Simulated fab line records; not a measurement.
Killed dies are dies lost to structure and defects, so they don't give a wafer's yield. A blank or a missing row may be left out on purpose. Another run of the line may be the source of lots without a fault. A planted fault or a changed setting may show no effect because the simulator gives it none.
Which tool did it? ; flow nand_harc ; Sampling: 12 lots, 36 wafers, 5 of 1159 route steps

WHAT THE GAUGES READ, wafer by wafer
NHARC_A_M0_INSPECT_27. Usual: raw_defect_count reads 424 (standard deviation 100).
lot;measured;on;raw_defect_count;flag
L111;day 17 14:35;defect_inspect-02;740 323 296;
L116;day 18 02:20;defect_inspect-01;402 298 388;
L113;day 18 06:20;defect_inspect-02;340 404 368;
L123;day 20 20:13;defect_inspect-01;510 349 548;
L124;day 20 20:41;defect_inspect-01;377 411 408;
L122;day 20 21:25;defect_inspect-01;413 585 358;
L126;day 21 10:33;defect_inspect-01;422 355 521;
L125;day 21 19:46;defect_inspect-02;549 325 323;
L128;day 22 06:15;defect_inspect-02;323 345 302;
L131;day 22 10:48;defect_inspect-01;383 343 375;
L132;day 23 00:59;defect_inspect-01;464 452 366;
L134;day 23 12:31;defect_inspect-02;558 507 409;

NHARC_END_SORT_01. Usual: defect_limited_yield 95.7 %, standard deviation 1.4; killed_at_array 25, standard deviation 9.2; killed_at_other 0.9, standard deviation 1.3; killed_at_periphery 3.3, standard deviation 2.3; killed_dies 29, standard deviation 9.6; killed_open 3.2, standard deviation 1.8; killed_short 2, standard deviation 1.4; sort_bin_2_pct 1.3 %, standard deviation 0.65; sort_bin_3_pct 0.25 %, standard deviation 0.21; sort_bin_4_pct 2.8 %, standard deviation 0.9; sort_n_pass 648, standard deviation 9.6; sort_rim_yield_pct 94 %, standard deviation 3; sort_yield_pct 95.7 %, standard deviation 1.4.
lot;measured;on;defect_limited_yield (%);killed_at_array;killed_at_other;killed_at_periphery;killed_dies;killed_open;killed_short;sort_bin_2_pct (%);sort_bin_3_pct (%);sort_bin_4_pct (%);sort_n_pass;sort_rim_yield_pct (%);sort_yield_pct (%);flag
L111;day 19 03:37;prober-02;96.8 96.0 96.9;19 17 12;0 3 0;3 7 9;22 27 21;0 2 1;5 3 1;0.9 1.5 0.9;0.15 0.15 0.30;2.2 2.4 1.9;655 650 656;98 95 97;96.8 96.0 96.9;
L116;day 19 15:57;prober-02;96.6 97.3 96.8;20 16 17;1 1 1;2 1 4;23 18 22;6 2 7;1 2 3;1.5 0.6 1.0;0.15 0 0;1.8 2.1 2.2;654 659 655;95 96 95;96.6 97.3 96.8;
L113;day 20 03:02;prober-01;95.0 95.4 95.0;31 22 30;0 1 0;3 8 4;34 31 34;2 6 3;4 1 2;1.6 1.9 1.8;0.44 0.15 0.44;3.0 2.5 2.8;643 646 643;93 94 94;95.0 95.4 95.0;
L123;day 22 17:40;prober-02;94.8 95.6 94.4;31 27 34;0 0 0;4 3 4;35 30 38;2 2 3;3 1 2;1.5 1.5 2.2;0.30 0.30 0.30;3.4 2.7 3.1;642 647 639;97 92 91;94.8 95.6 94.4;
L124;day 22 10:40;prober-01;96.6 96.8 96.9;20 21 20;0 0 0;3 1 1;23 22 21;6 3 3;2 3 0;1.0 0.7 0.6;0.15 0.30 0;2.2 2.2 2.5;654 655 656;99 97 97;96.6 96.8 96.9;
L122;day 22 08:16;prober-02;94.8 92.8 93.4;31 44 35;0 0 0;4 5 10;35 49 45;3 3 1;3 2 3;0.9 1.9 1.3;0.74 0.30 0.44;3.5 5.0 4.9;642 628 632;91 92 85;94.8 92.8 93.4;
L126;day 23 03:07;prober-01;97.0 97.8 96.9;12 10 13;4 1 4;4 4 4;20 15 21;9 2 4;1 2 2;1.3 0.7 0.4;0.15 0 0;1.5 1.5 2.7;657 662 656;97 97 98;97.0 97.8 96.9;
L125;day 23 14:02;prober-02;96.0 96.3 95.1;24 22 27;2 2 5;1 1 1;27 25 33;3 0 4;5 2 5;1.0 0.9 1.9;0.44 0.74 0.44;2.5 2.1 2.5;650 652 644;96 98 97;96.0 96.3 95.1;
L128;day 24 08:14;prober-02;95.9 96.8 96.3;19 14 21;3 2 0;6 6 4;28 22 25;5 4 4;2 6 5;1.0 1.3 1.3;0 0.15 0.15;3.1 1.8 2.2;649 655 652;93 98 96;95.9 96.8 96.3;
L131;day 24 00:30;prober-02;95.6 96.0 95.6;30 25 27;0 1 1;0 1 2;30 27 30;2 4 2;0 4 4;0.6 1.2 1.2;0.44 0.30 0.59;3.4 2.5 2.7;647 650 647;89 92 94;95.6 96.0 95.6;
L132;day 24 23:00;prober-02;93.5 92.6 93.8;39 43 38;0 1 1;5 6 3;44 50 42;2 4 1;1 1 0;2.4 3.1 1.3;0.59 0.15 0.30;3.5 4.1 4.6;633 627 635;85 91 92;93.5 92.6 93.8;
L134;day 25 14:29;prober-02;96.5 96.8 96.6;23 20 19;0 0 1;1 2 3;24 22 23;0 2 3;3 4 0;1.3 1.5 0.7;0.15 0.30 0.15;2.1 1.5 2.5;653 655 654;94 96 92;96.5 96.8 96.6;

EACH LOT AND THE TOOL THAT RAN IT (in order: tool; ch and the chambers of the sampled wafers; start)
lot;NHARC_A_M0_DEP_32;NHARC_A_M1_ETCH_15;NHARC_HYBRID_BOND_ACTIVATE_00
L111;pecvd-02 ch 0,1,2, day 17 14:45;rie_diel-08 ch 0,1,3, day 17 23:52 or earlier;rie_diel-10 ch 0,2,3, day 17 23:52
L116;pecvd-04 ch 0,1,2, day 18 02:28;rie_diel-12 ch 0,1,2, day 18 12:27 or earlier;rie_diel-10 ch 2,3, day 18 12:27
L113;pecvd-04 ch 0,1, day 18 07:08;rie_diel-08 ch 1,2, day 18 16:26 or earlier;rie_diel-10 ch 0,3, day 18 16:26
L123;pecvd-02 ch 0,1,2, day 20 20:26;rie_diel-12 ch 0,2, day 21 05:08 or earlier;rie_diel-13 ch 0,2, day 21 05:08
L124;pecvd-01 ch 0,1,2, day 20 21:10;rie_diel-12 ch 0,1,2, day 21 05:41 or earlier;rie_diel-13 ch 0,3, day 21 05:41
L122;pecvd-02 ch 0,1, day 20 21:37;rie_diel-12 ch 0,1,3, day 21 06:23 or earlier;rie_diel-10 ch 0,1,3, day 21 06:23
L126;pecvd-01 ch 0,2, day 21 10:47;rie_diel-12 ch 0,2,3, day 21 19:29 or earlier;rie_diel-13 ch 2,3, day 21 19:29
L125;pecvd-02 ch 0,2, day 21 19:57;rie_diel-08 ch 1,2,3, day 22 04:56 or earlier;rie_diel-13 ch 1,2,3, day 22 04:56
L128;pecvd-01 ch 0,1,2, day 22 06:26;rie_diel-12 ch 0,2,3, day 22 15:22 or earlier;rie_diel-13 ch 1,2, day 22 15:22
L131;pecvd-01 ch 0,2, day 22 10:56;rie_diel-01 ch 0,1,2, day 22 19:40 or earlier;rie_diel-02 ch 2,3, day 22 19:40
L132;pecvd-04 ch 0,2, day 23 01:08;rie_diel-01 ch 0,1,3, day 23 10:04 or earlier;rie_diel-13 ch 1,2,3, day 23 10:04
L134;pecvd-02 ch 0,1, day 23 12:46;rie_diel-08 ch 1,2,3, day 23 21:35 or earlier;rie_diel-02 ch 0,2, day 23 21:35
- NHARC_A_M0_DEP_32: deposits SiCN, target thk 30 nm.
- NHARC_A_M1_ETCH_15: etches the open film in C4F8/Ar, target depth 182.5 nm, time 91.2 s.
- NHARC_HYBRID_BOND_ACTIVATE_00: chemistry N2, time 60 s.

AS READ BY THE TOOLS THEMSELVES (means over the sampled wafers that have a number; for cases with no such wafer, the mark the record gives instead)
NHARC_A_M0_DEP_32. Usual: heater_power_w reads 635 W (standard deviation 90).
lot;tool;heater_power_w (W);flag
L111;pecvd-02;644;
L116;pecvd-04;560;
L113;pecvd-04;529;
L123;pecvd-02;677;
L124;pecvd-01;626;
L122;pecvd-02;734;
L126;pecvd-01;576;
L125;pecvd-02;742;
L128;pecvd-01;620;
L131;pecvd-01;576;
L132;pecvd-04;534;
L134;pecvd-02;744;

NHARC_A_M1_ETCH_15. Usual: chamber_pressure_mTorr 25.003 mTorr, standard deviation 0.022; oes_product_au 0.947 a.u., standard deviation 0.02; rf_vpp_V 439.7 V, standard deviation 2.6.
lot;tool;chamber_pressure_mTorr (mTorr);oes_product_au (a.u.);rf_vpp_V (V);flag
L111;rie_diel-08;24.997;0.923;442.1;
L116;rie_diel-12;25.014;0.946;440.4;
L113;rie_diel-08;25.002;0.915;442.7;
L123;rie_diel-12;25.009;0.926;437.6;
L124;rie_diel-12;25.012;0.956;439.3;
L122;rie_diel-12;25.014;0.952;439.4;
L126;rie_diel-12;25.028;0.947;437.8;
L125;rie_diel-08;25.025;0.963;441.5;
L128;rie_diel-12;24.995;0.922;437.6;
L131;rie_diel-01;25.018;0.962;437.4;
L132;rie_diel-01;25.013;0.974;438.6;
L134;rie_diel-08;24.985;0.932;441.9;

NHARC_HYBRID_BOND_ACTIVATE_00. Usual: drypump_motor_current_A 5.5 A, standard deviation 0.37; mfc_ar_sccm 0.011 sccm, standard deviation 0.014; oes_product_au 0.999 a.u., standard deviation 0.0077; rf_vpp_V 64.0 V, standard deviation 0.9; run_length_s 81.1 s, standard deviation 0.44; showerhead_plenum_p_Torr 1.77 Torr, standard deviation 0.087.
lot;tool;drypump_motor_current_A (A);mfc_ar_sccm (sccm);oes_product_au (a.u.);rf_vpp_V (V);run_length_s (s);showerhead_plenum_p_Torr (Torr);flag
L111;rie_diel-10;5.6;0.019;1.001;63.9;81.2;1.74;
L116;rie_diel-10;5.4;0.006;1.000;64.1;81.0;1.76;
L113;rie_diel-10;5.7;0.024;1.000;63.6;81.0;1.69;
L123;rie_diel-13;5.5;0.007;0.991;63.9;81.2;1.77;
L124;rie_diel-13;5.9;0.005;1.001;64.8;81.0;1.86;
L122;rie_diel-10;5.5;0.019;0.987;64.0;80.0;1.70;
L126;rie_diel-13;5.6;0.016;0.995;65.4;80.5;1.85;
L125;rie_diel-13;5.7;0.009;1.001;64.4;80.7;1.88;
L128;rie_diel-13;5.6;0.007;1.002;65.5;80.7;1.87;
L131;rie_diel-02;5.4;0.000;1.000;64.4;81.3;1.89;
L132;rie_diel-13;5.7;0.009;0.994;65.1;80.5;1.87;
L134;rie_diel-02;5.4;0.021;1.002;63.6;81.7;1.82;

THE ANSWER, worked out from the rows above alone
Rule: lot off if the mean of its wafers having a number is beyond 3 standard deviations from the usual mean. A lot without any number at a reading at which 4 lots or more have one is off too. The other lots that the step has rows for count as sound. After the gauges, taken in route order, come the tools' own readings; for these a lot's mean is taken, as printed above. The first step at which some lot is off is used, and at that step the reading that is off furthest; a lot without a number counts as furthest.
Across all readings shown, no lot is off: no conclusion can be drawn from this.

WHAT THE SIMULATOR HAD INSERTED
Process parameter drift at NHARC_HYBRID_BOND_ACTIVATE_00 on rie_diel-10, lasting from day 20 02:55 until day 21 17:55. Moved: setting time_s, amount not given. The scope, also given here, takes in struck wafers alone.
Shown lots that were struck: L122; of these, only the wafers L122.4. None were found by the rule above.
